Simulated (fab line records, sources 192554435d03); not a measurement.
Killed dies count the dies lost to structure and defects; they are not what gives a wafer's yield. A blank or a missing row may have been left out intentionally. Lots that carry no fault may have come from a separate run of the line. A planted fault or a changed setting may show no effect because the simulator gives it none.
Matching of chambers    flow n5Finfet    aldSin-04 running N5_MOL_CONTACT_COAG_ALD_131: 4 sister chambers
The step deposits SiO2, target thk 5 nm, pulse time 1 s, co reactant pulse time 1 s. 4 wafers are shown with their chamber, then 7 later ones without.

== WAFERS WITH THEIR CHAMBER ==
wafer   chamber  heaterPowerW (W)
L083.4  3        81
L084.4  0        68
L088.1  2        72
L088.3  1        89

== WAFERS WITH NO CHAMBER GIVEN ==
wafer   heaterPowerW (W)
L088.5  80
L095.3  92
L095.4  71
L095.6  72
L096.1  67
L096.5  75
L096.6  80

== THE CHAMBER EACH PASSED THROUGH ==
wafer   from the rows above      in truth
L088.5  3                        3
L095.3  1                        1
L095.4  can't be placed: 2 or 0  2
L095.6  2                        2
L096.1  0                        0
L096.5  can't be placed: 2 or 3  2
L096.6  3                        3
Correct placement for 5 of the 7. Can't be placed from these rows: 2 (the true chamber is among the candidates in 2). Placed wrongly: 0.
How it was worked out, from the rows above alone: a wafer's distance from a chamber is the root of the sum, over the readings, of the square of ((its reading less the chamber's mean) divided by the reading's scatter). The wafer belongs to the nearest chamber; if the next one is less than 2 further off, it can't be placed. The mean given for a chamber averages the wafers shown for that chamber. The scatter (one wafer shown for each chamber): square how far every hidden wafer sits from the nearest shown wafer, average those squares and take the square root.
